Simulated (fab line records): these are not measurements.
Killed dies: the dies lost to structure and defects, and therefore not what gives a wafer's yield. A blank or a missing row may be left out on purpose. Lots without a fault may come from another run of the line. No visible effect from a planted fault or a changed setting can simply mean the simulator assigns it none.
Code-filled problem report in 8D (eight disciplines) form / flow nandHarc / the parts of the form that need people (team, actions taken, sign-off) are left out

== 1. THE ISSUE ==
heaterPowerTotalW at NHARC_A_SLIT_SOFTBAKE_04 reads a mean of 164.03 W on 6 wafers of 2 lots; wafers without a fault read 188.44 W with a standard deviation of 0.13. So: -99 or more standard deviations from the usual mean.
The step: time 55 s.
Earliest sighting: wafer L990.1 on lithoTrack-01 at day 18 10:00. The record holds 42 wafers of 14 lots with a number at this step. Rule for "out" (also "out of limits"): further than 4 standard deviations from the usual mean. The rest of the wafers with a number are treated as sound.

== 2. WHAT IT IS, WHAT IT ISN'T ==
question=which readings at this step | is=heaterPowerTotalW | is not=-
question=which lots | is=L990, L992 | is not=L976, L978, L980, L981, L982, L983, L984, L985, L986, L987, L988, L991
question=which wafers of those lots | is=all that have a number | is not=-
question=read on which tools | is=lithoTrack-01 | is not=lithoTrack-04, lithoTrack-06
question=when | is=from day 18 10:00 | is not=up to then (33 sound wafers); but 3 sound wafers of L991 came after

== 3. THE SUSPECTS, EACH WITH WHAT RULES IT OUT ==
Counting: a tool stays on the suspect list if, at a process step up to the reading, it processed all lots that are out and no sound lot following the first of them.
- lithoTrack-01 at NHARC_A_SLIT_SOFTBAKE_04 (time 55 s): kept. It processed each lot that is out, first L990 at day 18 10:00, and no sound lot thereafter; up to then, the last sound lot it processed was L988 at day 17 10:00. Its own heaterPowerTotalW readings are out on those wafers.
After counting, what remains is lithoTrack-01 at NHARC_A_SLIT_SOFTBAKE_04.

== 4. THE CAUSE (what the simulator had put in) ==
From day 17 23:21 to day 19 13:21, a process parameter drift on lithoTrack-01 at NHARC_A_SLIT_SOFTBAKE_04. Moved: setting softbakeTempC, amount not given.
This tool alone remained once counting was done.

== 5. SEQUENCE OF EFFECTS, ordered by route ==
Each row: a reading whose mean over the struck wafers that have a number lies more than 3 standard deviations from the usual. Readings are gone through only where the record gives a usual standard deviation; hours: the median, over the lots, of the time from a lot's start at the first step in this table giving one to that lot's start at this step; sigmas: the change measured in usual standard deviations.
hours=0; step=NHARC_A_SLIT_SOFTBAKE_04; reading=heaterPowerTotalW; usual=188.44 W; on struck wafers=164.03; change=-24.41; sigmas=-99 or more
The process steps in it:
- NHARC_A_SLIT_SOFTBAKE_04: time 55 s.
Later steps that measure or inspect, where all struck wafers having a row at the step show a number for every such reading and not one has moved that far: NHARC_A_SLIT_CD_MEAS_09, NHARC_A_SLIT_INSPECT_11.

== 6. HOW IT WOULD HAVE BEEN CAUGHT EARLIER ==
In this record no reading fell out of limits until day 18 10:00, 11 hours after the fault had begun at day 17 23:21.
